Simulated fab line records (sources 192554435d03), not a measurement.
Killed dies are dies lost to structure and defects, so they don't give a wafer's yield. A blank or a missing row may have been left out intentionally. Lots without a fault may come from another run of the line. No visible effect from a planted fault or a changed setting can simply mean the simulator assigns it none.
Split-lot experiment / flow n5Finfet / on a route of 1938 steps: 7 lots, 21 wafers read

== ABOUT THE SPLIT ==
At N5_HKMG_FIN_COAT_30 (time 60 s, resist thk 35 nm), the setting spinRpm was moved away from the recipe's 1500 rpm on 7 of the 21 wafers read, by -7.7% to +10.9%. All remaining wafers had this setting at the recipe value.

== FROM THE SPLIT TO THE READING: what the file shows between them, 3 steps ==
- N5_HKMG_FIN_DEVELOP_11: develop time 30 s (also split here: developTimeS)
- N5_HKMG_FIN_DESCUM_17: chemistry O2, time 7.9 s
- N5_HKMG_FIN_ETCH_31: etches SiARC in CF4, target depth 45.5 nm, time 75.8 s

== THE READING ==
SiARC_of_HKMG_FIN_COAT_30.thkNm (the simulator's own value, which no gauge read), in nm, at N5_HKMG_FIN_ETCH_32 (etches SOC in N2/H2, target depth 240 nm, time 300 s). There is no usual value for it anywhere in the file. Here, 14 wafers ran the recipe; their average is 21.3 nm with a standard deviation of 0.23 nm.

wafer=L076.2; tool, chamber at the split=lithoTrack-01, 0; spinRpm as run, rpm=1500; against the recipe=recipe; SiARC_of_HKMG_FIN_COAT_30.thkNm, nm=21.2; against lot-mates on the recipe=-
wafer=L076.4; tool, chamber at the split=lithoTrack-01, 0; spinRpm as run, rpm=1500; against the recipe=recipe; SiARC_of_HKMG_FIN_COAT_30.thkNm, nm=21.4; against lot-mates on the recipe=-
wafer=L076.6; tool, chamber at the split=lithoTrack-01, 0; spinRpm as run, rpm=1500; against the recipe=recipe; SiARC_of_HKMG_FIN_COAT_30.thkNm, nm=21.6; against lot-mates on the recipe=-
wafer=L081.2; tool, chamber at the split=lithoTrack-02, 0; spinRpm as run, rpm=1410; against the recipe=-6.0%; SiARC_of_HKMG_FIN_COAT_30.thkNm, nm=22.4; against lot-mates on the recipe=+1.4
wafer=L081.3; tool, chamber at the split=lithoTrack-02, 0; spinRpm as run, rpm=1410; against the recipe=-6.0%; SiARC_of_HKMG_FIN_COAT_30.thkNm, nm=22.4; against lot-mates on the recipe=+1.4
wafer=L081.5; tool, chamber at the split=lithoTrack-02, 0; spinRpm as run, rpm=1500; against the recipe=recipe; SiARC_of_HKMG_FIN_COAT_30.thkNm, nm=21; against lot-mates on the recipe=-
wafer=L083.2; tool, chamber at the split=lithoTrack-01, 0; spinRpm as run, rpm=1663; against the recipe=+10.9%; SiARC_of_HKMG_FIN_COAT_30.thkNm, nm=20; against lot-mates on the recipe=-1.6
wafer=L083.5; tool, chamber at the split=lithoTrack-01, 0; spinRpm as run, rpm=1500; against the recipe=recipe; SiARC_of_HKMG_FIN_COAT_30.thkNm, nm=21.6; against lot-mates on the recipe=-
wafer=L083.6; tool, chamber at the split=lithoTrack-01, 0; spinRpm as run, rpm=1663; against the recipe=+10.9%; SiARC_of_HKMG_FIN_COAT_30.thkNm, nm=19.4; against lot-mates on the recipe=-2.2
wafer=L084.1; tool, chamber at the split=lithoTrack-03, 0; spinRpm as run, rpm=1500; against the recipe=recipe; SiARC_of_HKMG_FIN_COAT_30.thkNm, nm=21; against lot-mates on the recipe=-
wafer=L084.2; tool, chamber at the split=lithoTrack-03, 0; spinRpm as run, rpm=1661; against the recipe=+10.7%; SiARC_of_HKMG_FIN_COAT_30.thkNm, nm=19.8; against lot-mates on the recipe=-1.2
wafer=L084.5; tool, chamber at the split=lithoTrack-03, 0; spinRpm as run, rpm=1661; against the recipe=+10.7%; SiARC_of_HKMG_FIN_COAT_30.thkNm, nm=19.4; against lot-mates on the recipe=-1.6
wafer=L087.1; tool, chamber at the split=lithoTrack-01, 0; spinRpm as run, rpm=1500; against the recipe=recipe; SiARC_of_HKMG_FIN_COAT_30.thkNm, nm=21.6; against lot-mates on the recipe=-
wafer=L087.4; tool, chamber at the split=lithoTrack-01, 0; spinRpm as run, rpm=1385; against the recipe=-7.7%; SiARC_of_HKMG_FIN_COAT_30.thkNm, nm=22.8; against lot-mates on the recipe=+1.5
wafer=L087.6; tool, chamber at the split=lithoTrack-01, 0; spinRpm as run, rpm=1500; against the recipe=recipe; SiARC_of_HKMG_FIN_COAT_30.thkNm, nm=21; against lot-mates on the recipe=-
wafer=L096.1; tool, chamber at the split=lithoTrack-01, 0; spinRpm as run, rpm=1500; against the recipe=recipe; SiARC_of_HKMG_FIN_COAT_30.thkNm, nm=21.4; against lot-mates on the recipe=-
wafer=L096.5; tool, chamber at the split=lithoTrack-01, 0; spinRpm as run, rpm=1500; against the recipe=recipe; SiARC_of_HKMG_FIN_COAT_30.thkNm, nm=21.4; against lot-mates on the recipe=-
wafer=L096.6; tool, chamber at the split=lithoTrack-01, 0; spinRpm as run, rpm=1500; against the recipe=recipe; SiARC_of_HKMG_FIN_COAT_30.thkNm, nm=21.2; against lot-mates on the recipe=-
wafer=L097.2; tool, chamber at the split=lithoTrack-01, 0; spinRpm as run, rpm=1500; against the recipe=recipe; SiARC_of_HKMG_FIN_COAT_30.thkNm, nm=21; against lot-mates on the recipe=-
wafer=L097.4; tool, chamber at the split=lithoTrack-01, 0; spinRpm as run, rpm=1500; against the recipe=recipe; SiARC_of_HKMG_FIN_COAT_30.thkNm, nm=21; against lot-mates on the recipe=-
wafer=L097.6; tool, chamber at the split=lithoTrack-01, 0; spinRpm as run, rpm=1500; against the recipe=recipe; SiARC_of_HKMG_FIN_COAT_30.thkNm, nm=21.4; against lot-mates on the recipe=-

THE FIT
A straight line over all 21 wafers: SiARC_of_HKMG_FIN_COAT_30.thkNm changes by -0.162 nm for each +1% of spinRpm; r = -0.96; the points scatter about the line by 0.25 nm.
The same after taking each lot's own level away (the mean of its wafers on the recipe; 21 wafers): -0.17 nm for each +1%; r = -0.97; scatter 0.25 nm.
The reading moves by 1.8 nm for the largest change in spinRpm, on that fit.
The span of the lots' own levels, 21.00 to 21.60 nm, comes to 2.6 times the standard deviation stated above.
The two slopes are in agreement: the lot-to-lot level therefore moves the slope only a little.
Check: for one of the wafers moved furthest among these (+10.9%), held out of the fit, the line's prediction against its lot-mates is -1.81 nm. Against them it came out at -1.6 nm.

== OTHER SPLITS APPLIED TO THESE WAFERS ==
Other splits were also applied to these wafers ahead of the reading. Each is held against what the fit with the lots' levels taken away leaves over:
other split on the same wafers=N5_SD_ACTIVATION_LSA_01 tempC; wafers away from the commonest value=4; r with SiARC_of_HKMG_FIN_COAT_30.thkNm (lot level and that fit taken away)=-0.21
other split on the same wafers=N5_HKMG_FIN_DEVELOP_11 developTimeS; wafers away from the commonest value=6; r with SiARC_of_HKMG_FIN_COAT_30.thkNm (lot level and that fit taken away)=-0.11

== THE WHOLE CHAIN: every reading that the file lists as answering this split, in the file's order ==
step=N5_HKMG_FIN_COAT_30; what it does=time 60 s, resist thk 35 nm; reading=SiARC_of_HKMG_FIN_COAT_30.thkNm (the simulator's own value, which no gauge read); change (the file's fit)=-0.177 nm for each +1% of the setting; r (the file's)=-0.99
step=N5_HKMG_FIN_ETCH_31; what it does=etches SiARC in CF4, target depth 45.5 nm, time 75.8 s; reading=etchRfOnTimeS; change (the file's fit)=withheld for each +1% of the setting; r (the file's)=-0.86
step=N5_HKMG_FIN_ETCH_31; what it does=etches SiARC in CF4, target depth 45.5 nm, time 75.8 s; reading=etch.depthNm (the simulator's own value, which no gauge read); change (the file's fit)=-0.172 nm for each +1% of the setting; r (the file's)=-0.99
step=N5_HKMG_FIN_ETCH_31; what it does=etches SiARC in CF4, target depth 45.5 nm, time 75.8 s; reading=CAR-ArF_of_HKMG_FIN_COAT_06.thkNm (the simulator's own value, which no gauge read); change (the file's fit)=+0.173 nm for each +1% of the setting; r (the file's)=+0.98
step=N5_HKMG_FIN_ETCH_32; what it does=etches SOC in N2/H2, target depth 240 nm, time 300 s; reading=SiARC_of_HKMG_FIN_COAT_30.thkNm (the simulator's own value, which no gauge read); change (the file's fit)=-0.169 nm for each +1% of the setting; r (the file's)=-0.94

== FILE'S OWN FIT ==
SiARC_of_HKMG_FIN_COAT_30.thkNm changes by -0.169 nm for each +1% of spinRpm, r = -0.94.
